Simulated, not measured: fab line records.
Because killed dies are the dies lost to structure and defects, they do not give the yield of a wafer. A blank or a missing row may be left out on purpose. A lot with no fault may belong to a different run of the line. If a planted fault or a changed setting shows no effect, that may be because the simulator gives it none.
Chamber matching + flow nand harc + 3 sister chambers for NHARC_A_STAIRCASE_DEP_325 on pecvd-03
The step deposits SiO2, target thk 7200 nm. 3 wafers are shown with their chamber, then 10 later ones without.

EACH WAFER AND ITS CHAMBER
| wafer  | chamber | heater power w (W) |
|--------|---------|--------------------|
| L085.3 | 0       | 779                |
| L089.1 | 2       | 797                |
| L089.3 | 1       | 708                |

WAFERS MISSING THEIR CHAMBER
| wafer  | heater power w (W) |
|--------|--------------------|
| L089.5 | 643                |
| L092.1 | 653                |
| L092.5 | 649                |
| L092.6 | 646                |
| L093.1 | 661                |
| L093.3 | 774                |
| L093.6 | 642                |
| L094.1 | 712                |
| L094.3 | 792                |
| L094.4 | 639                |

CHAMBER TAKEN BY EACH
| wafer  | from the rows above          | in truth |
|--------|------------------------------|----------|
| L089.5 | can't be placed: 1 or 0 or 2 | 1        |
| L092.1 | can't be placed: 1 or 0 or 2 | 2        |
| L092.5 | can't be placed: 1 or 0 or 2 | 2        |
| L092.6 | can't be placed: 1 or 0 or 2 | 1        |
| L093.1 | can't be placed: 1 or 0 or 2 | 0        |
| L093.3 | can't be placed: 0 or 2 or 1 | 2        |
| L093.6 | can't be placed: 1 or 0 or 2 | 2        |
| L094.1 | can't be placed: 1 or 0 or 2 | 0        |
| L094.3 | can't be placed: 2 or 0 or 1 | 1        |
| L094.4 | can't be placed: 1 or 0 or 2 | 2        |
Correctly placed: 0 of 10. Can't be placed from these rows: 10 (the true chamber is among the candidates in 10). Wrongly placed: 0.
How it was worked out, from the rows above alone: a wafer's distance from a chamber is the root of the sum, over the readings, of the square of ((its reading less the chamber's mean) divided by the reading's scatter). The wafer belongs to the nearest chamber; if the next one is less than 2 further off, it can't be placed. A chamber's mean is the mean of its shown wafers. The scatter: with one shown wafer a chamber, the root of the mean of the squares of how far each hidden wafer lies from its nearest shown one.
